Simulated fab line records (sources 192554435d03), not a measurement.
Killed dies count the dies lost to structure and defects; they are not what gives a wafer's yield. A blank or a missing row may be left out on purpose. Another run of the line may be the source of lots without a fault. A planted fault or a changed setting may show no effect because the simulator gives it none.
Split-lot trial | flow n5_finfet | 21 wafers read across 7 lots, on a route 1938 steps long

== THE SPLIT ==
At N5_BEOL_M7_COAT_59 (time 60 s, resist thk 100 nm), the setting spin_rpm was moved away from the recipe's 1500 rpm on 7 of the 21 wafers read, by -7.3% to +8.9%. For the rest of the wafers, this setting stayed at what the recipe calls for.

== FROM THE SPLIT TO THE READING: what the file shows between them, 9 steps ==
- N5_BEOL_M7_EXPOSE_08: exposes mask M7 (also split here: dose_mj)
- N5_BEOL_M7_PEB_09: peb time 60 s
- N5_BEOL_M7_DEVELOP_10: develop time 30 s
- N5_BEOL_M7_CD_MEAS_11: target cd 38.5 nm
- N5_BEOL_M7_DESCUM_16: chemistry O2, time 7.9 s
- N5_BEOL_M7_ETCH_61: etches SiARC in CF4, target depth 45.5 nm, time 75.8 s
- N5_BEOL_M7_ETCH_62: etches SOC in N2/H2, target depth 110 nm, overetch 22 nm, time 165 s
- N5_BEOL_M7_STRIP_68: strips in N2/H2
- N5_BEOL_M7_STRIP_67: strips in CF4

== THE READING ==
SOC_of_BEOL_M7_COAT_59.thk_nm (the simulator's own value, which no gauge read), in nm, at N5_BEOL_M7_HM_OPEN_17 (chemistry Cl2/BCl3, target TiN, target depth 20 nm, overetch 6 nm). The file gives no usual value for it. Across the 14 wafers here that went through the recipe, the average is 92.0 nm and the standard deviation 0.29 nm.

wafer  | tool, chamber at the split | spin_rpm as run, rpm | against the recipe | SOC_of_BEOL_M7_COAT_59.thk_nm, nm | against lot-mates on the recipe
L074.2 | litho_track-05, 0          | 1500                 | recipe             | 91.8                              | -
L074.3 | litho_track-05, 0          | 1500                 | recipe             | 91.8                              | -
L074.4 | litho_track-05, 0          | 1500                 | recipe             | 91.8                              | -
L079.3 | litho_track-01, 0          | 1634                 | +8.9%              | 88                                | -3.9
L079.4 | litho_track-01, 0          | 1500                 | recipe             | 92                                | -
L079.5 | litho_track-01, 0          | 1500                 | recipe             | 91.8                              | -
L081.1 | litho_track-01, 0          | 1583                 | +5.5%              | 89                                | -2.6
L081.3 | litho_track-01, 0          | 1500                 | recipe             | 91.6                              | -
L081.5 | litho_track-01, 0          | 1500                 | recipe             | 91.6                              | -
L082.1 | litho_track-01, 0          | 1500                 | recipe             | 92.2                              | -
L082.4 | litho_track-01, 0          | 1500                 | recipe             | 92.2                              | -
L082.2 | litho_track-01, 0          | 1500                 | recipe             | 92.2                              | -
L083.2 | litho_track-03, 0          | 1578                 | +5.2%              | 89.4                              | -2.6
L083.4 | litho_track-03, 0          | 1578                 | +5.2%              | 89.8                              | -2.2
L083.5 | litho_track-03, 0          | 1500                 | recipe             | 92                                | -
L087.2 | litho_track-05, 0          | 1500                 | recipe             | 92.4                              | -
L087.4 | litho_track-05, 0          | 1500                 | recipe             | 92.6                              | -
L087.5 | litho_track-05, 0          | 1500                 | recipe             | 92.2                              | -
L097.1 | litho_track-03, 0          | 1390                 | -7.3%              | 96                                | no lot-mate on the recipe
L097.3 | litho_track-03, 0          | 1390                 | -7.3%              | 96.4                              | no lot-mate on the recipe
L097.6 | litho_track-03, 0          | 1390                 | -7.3%              | 96.6                              | no lot-mate on the recipe

THE FIT
A straight line over all 21 wafers: SOC_of_BEOL_M7_COAT_59.thk_nm changes by -0.531 nm for each +1% of spin_rpm; r = -0.99; the points scatter about the line by 0.36 nm.
The same after taking each lot's own level away (the mean of its wafers on the recipe; 18 wafers): -0.45 nm for each +1%; r = -1.00; scatter 0.12 nm.
That fit puts the effect of the largest move of spin_rpm on the reading at 4 nm.
Across the lots, their own levels run from 91.60 to 92.40 nm, a range of 2.8 times the standard deviation given above.
Thus the slope moves with the lot-to-lot level: the two fits are different.
Check: -4.15 nm against its lot-mates is what the line predicts for one of the wafers moved furthest among these (+8.9%) when that wafer is left out of the fit. Against them it came out at -3.9 nm.

== FURTHER SPLITS ON THESE WAFERS ==
These wafers also went through other splits before the reading. Each is held against what the fit with the lots' levels taken away leaves over:
other split on the same wafers | wafers away from the commonest value | r with SOC_of_BEOL_M7_COAT_59.thk_nm (lot level and that fit taken away)
N5_BEOL_M5_ETCH_72 bias_w      | 6                                    | +0.24
N5_BEOL_M6_EXPOSE_25 dose_mj   | 3                                    | +0.18
N5_BEOL_M7_EXPOSE_08 dose_mj   | 10                                   | +0.10

== THE WHOLE CHAIN: every reading that the file lists as answering this split, in the file's order ==
step                  | what it does                                                         | reading                                                                        | change (the file's fit)               | r (the file's)
N5_BEOL_M7_COAT_59    | time 60 s, resist thk 100 nm                                         | SOC_of_BEOL_M7_COAT_59.thk_nm (the simulator's own value, which no gauge read) | -0.462 nm for each +1% of the setting | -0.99
N5_BEOL_M7_ETCH_62    | etches SOC in N2/H2, target depth 110 nm, overetch 22 nm, time 165 s | etch.depth_nm (the simulator's own value, which no gauge read)                 | -0.467 nm for each +1% of the setting | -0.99
N5_BEOL_M7_HM_OPEN_17 | chemistry Cl2/BCl3, target TiN, target depth 20 nm, overetch 6 nm    | SOC_of_BEOL_M7_COAT_59.thk_nm (the simulator's own value, which no gauge read) | -0.449 nm for each +1% of the setting | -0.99

== FILE'S OWN FIT ==
SOC_of_BEOL_M7_COAT_59.thk_nm changes by -0.449 nm for each +1% of spin_rpm, r = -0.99.
